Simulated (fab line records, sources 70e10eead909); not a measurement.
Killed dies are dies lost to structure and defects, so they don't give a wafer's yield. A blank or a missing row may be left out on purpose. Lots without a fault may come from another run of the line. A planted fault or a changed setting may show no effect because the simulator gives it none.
A struck lot beside a sound one | flow nand_harc | 15 steps out of a route of 1159
Sound: wafers L357.1, L357.3, L357.4. Struck: wafer L361.6. (L361.1, L361.4 of the same lot were not struck and are left out.) The cause comes at the end.
At each step with rows: each side's tool, then ch and its chambers, then its first start. Under that, the readings that differ: sound wafers | struck wafers | difference of the means | sigmas: that difference in standard deviations of wafers without a fault.
alike: readings whose means differ by less than 2 such deviations, and words and numbers that are the same on both sides. not compared: withheld readings, readings that some wafer has no value for, bounds like >300 that may hide the same value, and numbers for which the record gives no deviation and whose values overlap.
The two part at a step that has a row with sigmas, a row that says differs or no value, or rows on one side only. Numbers that don't overlap but have no deviation are shown without sigmas and don't part them. A reading that every wafer of one side lacks parts them only if that side has two wafers or more.

first, 8 steps without rows for these wafers: NHARC_THIN_TSV_DEHYDRATE_25 (time 120 s); NHARC_THIN_TSV_HMDS_26 (time 30 s); NHARC_THIN_TSV_COAT_27; NHARC_THIN_TSV_SOFTBAKE_28 (time 95 s); NHARC_THIN_TSV_EBR_29; NHARC_THIN_TSV_EXPOSE_30 (exposes mask PAD); NHARC_THIN_TSV_PEB_31 (peb time 85 s); NHARC_THIN_TSV_DEVELOP_32 (time 70 s).
NHARC_THIN_TSV_CD_MEAS_33: target cd 5000 nm.
  sound on cd_sem-03 ch 0, day 20 10:37; struck on cd_sem-02 ch 0, day 21 08:43
  alike: cd_nm
then, 1 step without rows for these wafers: NHARC_THIN_TSV_HARDBAKE_34 (time 80 s).
NHARC_THIN_TSV_DESCUM_35: chemistry O2, time 3 s.
  sound on rie_diel-09 ch 0,1,2, day 20 10:47; struck on rie_diel-07 ch 1, day 21 08:53
  reading                | sound                | struck | difference | sigmas
  throttle_valve_pct (%) | 11.324 11.308 11.314 | 11.296 | -0.019     | -2
  alike: drypump_motor_current_A, mfc_ar_sccm, oes_product_au, rf_vpp_V, showerhead_plenum_p_Torr
  not compared: rf_hours_counter_h
NHARC_THIN_TSV_ETCH_59: etches the open film in Cl2/BCl3, target depth 880 nm, time 138.1 s.
  sound on rie_metal-01 ch 0,1, day 20 10:55; struck on rie_metal-03 ch 0, day 21 09:01
  alike: drypump_motor_current_A, oes_product_au, throttle_valve_pct
  not compared: rf_hours_counter_h
NHARC_THIN_TSV_ETCH_36: etches the open film in Cl2/BCl3, target depth 65 nm, time 18.571 s.
  sound on rie_metal-01 ch 0,1, day 20 11:10; struck on rie_metal-03 ch 1, day 21 09:16
  reading               | sound             | struck | difference | sigmas
  oes_product_au (a.u.) | 0.999 0.994 1.008 | 0.800  | -0.200     | -18
  alike: drypump_motor_current_A
  not compared: rf_hours_counter_h
NHARC_THIN_TSV_STRIP_56: strips in O2.
  sound on plasma_asher-01 ch 0,1, day 20 11:19; struck on plasma_asher-02 ch 0, day 21 09:22
  reading                     | sound       | struck | difference | sigmas
  drypump_motor_current_A (A) | 5.7 5.2 5.7 | 4.8    | -0.7       | -2
  heater_power_w (W)          | 323 316 335 | 353    | +28        | +2
  not compared: rf_hours_counter_h
NHARC_END_SORT_01:
  the record has rows for the struck wafers here (prober-02 ch 0, day 22 06:50) and none for the sound ones

WHERE THEY PART
First at NHARC_THIN_TSV_DESCUM_35; last, within this record, at NHARC_END_SORT_01.

WHY: what the simulator had put in
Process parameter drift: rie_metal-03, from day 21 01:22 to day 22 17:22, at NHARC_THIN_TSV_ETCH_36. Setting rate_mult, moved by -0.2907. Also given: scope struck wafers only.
